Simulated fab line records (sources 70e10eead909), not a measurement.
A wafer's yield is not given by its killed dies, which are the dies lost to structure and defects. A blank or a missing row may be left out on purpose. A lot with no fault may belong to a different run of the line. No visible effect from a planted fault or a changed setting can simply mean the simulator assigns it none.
Matching of chambers	flow nand-harc	pecvd-02 running NHARC_P_M0_DEP_32: 3 sister chambers
The step deposits SiCN, target thk 30 nm. 6 wafers are shown with their chamber, then 7 later ones without.

WAFERS WITH THEIR CHAMBER
wafer	chamber	heater-power-w (W)
L075.3	2	660
L077.5	2	605
L085.3	1	492
L085.4	0	354
L086.2	1	448
L086.4	0	396

WAFERS MISSING THEIR CHAMBER
wafer	heater-power-w (W)
L086.5	673
L090.1	638
L090.2	407
L090.4	645
L092.1	657
L092.2	397
L092.4	396

WHICH CHAMBER EACH WENT THROUGH
wafer	from the rows above	in truth
L086.5	2	2
L090.1	2	2
L090.2	can't be placed: 0 or 1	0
L090.4	2	2
L092.1	2	2
L092.2	can't be placed: 0 or 1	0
L092.4	can't be placed: 0 or 1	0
Placed correctly: 4 of 7. Not placeable from these rows: 3 (in 3, the candidates include the true chamber). 0 placed wrongly.
How it was worked out, from the rows above alone: a wafer's distance from a chamber is the root of the sum, over the readings, of the square of ((its reading less the chamber's mean) divided by the reading's scatter). The wafer belongs to the nearest chamber; if the next one is less than 2 further off, it can't be placed. The mean given for a chamber averages the wafers shown for that chamber. The scatter: the root of (the sum of the squares of (reading less its chamber's mean) over the shown wafers, divided by (wafers less chambers)).
